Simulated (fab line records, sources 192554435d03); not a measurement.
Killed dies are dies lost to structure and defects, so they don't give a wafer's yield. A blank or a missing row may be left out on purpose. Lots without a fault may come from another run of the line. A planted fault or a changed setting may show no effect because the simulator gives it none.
Split-lot experiment | flow n5_finfet | 7 lots, 21 wafers read, on a route of 1938 steps

THE SPLIT
At N5_SDB_COAT_05 (resist thk 90 nm), the setting spin_rpm was moved away from the recipe's 1500 rpm on 7 of the 21 wafers read, by -8.5% to +9.1%. The other wafers ran this setting at the recipe's value.

FROM THE SPLIT TO THE READING: what the file shows between them, 4 steps
- N5_SDB_EBR_07
- N5_SDB_SOFTBAKE_06: time 60 s
- N5_SDB_EXPOSE_08: exposes mask SDB
- N5_SDB_PEB_09: peb time 60 s

THE READING
CAR-ArF_of_SDB_COAT_05.thk_nm (the simulator's own value, which no gauge read), in nm, at N5_SDB_DEVELOP_10 (develop time 30 s). The file gives no usual value for it. The 14 wafers here that ran the recipe average 88.4 nm, standard deviation 0.24 nm.

wafer  | tool, chamber at the split | spin_rpm as run, rpm | against the recipe | CAR-ArF_of_SDB_COAT_05.thk_nm, nm | against lot-mates on the recipe
L075.1 | litho_track-02, 0          | 1500                 | recipe             | 88                                | -
L075.3 | litho_track-02, 0          | 1500                 | recipe             | 88.2                              | -
L075.5 | litho_track-02, 0          | 1500                 | recipe             | 88.2                              | -
L076.1 | litho_track-03, 0          | 1500                 | recipe             | 88.6                              | -
L076.4 | litho_track-03, 0          | 1500                 | recipe             | 88.6                              | -
L076.2 | litho_track-03, 0          | 1500                 | recipe             | 89                                | -
L079.1 | litho_track-03, 0          | 1500                 | recipe             | 88.6                              | -
L079.2 | litho_track-03, 0          | 1500                 | recipe             | 88.4                              | -
L079.4 | litho_track-03, 0          | 1381                 | -7.9%              | 92.4                              | +3.9
L084.4 | litho_track-02, 0          | 1637                 | +9.1%              | 84.4                              | -4.0
L084.5 | litho_track-02, 0          | 1500                 | recipe             | 88.4                              | -
L084.6 | litho_track-02, 0          | 1637                 | +9.1%              | 84.2                              | -4.2
L088.1 | litho_track-03, 0          | 1500                 | recipe             | 88.2                              | -
L088.2 | litho_track-03, 0          | 1500                 | recipe             | 88.4                              | -
L088.4 | litho_track-03, 0          | 1560                 | +4.0%              | 86.6                              | -1.7
L094.1 | litho_track-03, 0          | 1500                 | recipe             | 88.4                              | -
L094.5 | litho_track-03, 0          | 1554                 | +3.6%              | 86.6                              | -1.8
L094.6 | litho_track-03, 0          | 1554                 | +3.6%              | 86.2                              | -2.2
L096.1 | litho_track-03, 0          | 1372                 | -8.5%              | 92.8                              | +4.2
L096.4 | litho_track-03, 0          | 1500                 | recipe             | 88.6                              | -
L096.6 | litho_track-03, 0          | 1500                 | recipe             | 88.6                              | -

THE FIT
A straight line over all 21 wafers: CAR-ArF_of_SDB_COAT_05.thk_nm changes by -0.483 nm for each +1% of spin_rpm; r = -0.99; the points scatter about the line by 0.26 nm.
The same after taking each lot's own level away (the mean of its wafers on the recipe; 21 wafers): -0.473 nm for each +1%; r = -1.00; scatter 0.18 nm.
On that fit, the largest move of spin_rpm shifts the reading by 4.3 nm.
The lots' own levels span 88.13 to 88.73 nm, that is 2.5 times the standard deviation above.
So the lot-to-lot level changes the slope little: the two slopes agree.
Check: with one of the wafers moved furthest among these (+9.1%) left out of the fit, the line predicts -4.42 nm for it against its lot-mates. It came out at -4 nm against them.

OTHER SPLITS ON THESE WAFERS
These wafers also went through other splits before the reading. Each is held against what the fit with the lots' levels taken away leaves over:
other split on the same wafers     | wafers away from the commonest value | r with CAR-ArF_of_SDB_COAT_05.thk_nm (lot level and that fit taken away)
N5_SD_EPI_N_PEB_07 peb_temp_c      | 8                                    | -0.17
N5_SD_EPI_N_ETCH_16 target_depth_a | 6                                    | -0.03

THE WHOLE CHAIN: every reading that the file lists as answering this split, in the file's order
step              | what it does      | reading                                                                        | change (the file's fit)               | r (the file's)
N5_SDB_COAT_05    | resist thk 90 nm  | CAR-ArF_of_SDB_COAT_05.thk_nm (the simulator's own value, which no gauge read) | -0.475 nm for each +1% of the setting | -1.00
N5_SDB_DEVELOP_10 | develop time 30 s | CAR-ArF_of_SDB_COAT_05.thk_nm (the simulator's own value, which no gauge read) | -0.476 nm for each +1% of the setting | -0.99

THE FILE'S OWN FIT
CAR-ArF_of_SDB_COAT_05.thk_nm changes by -0.476 nm for each +1% of spin_rpm, r = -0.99.
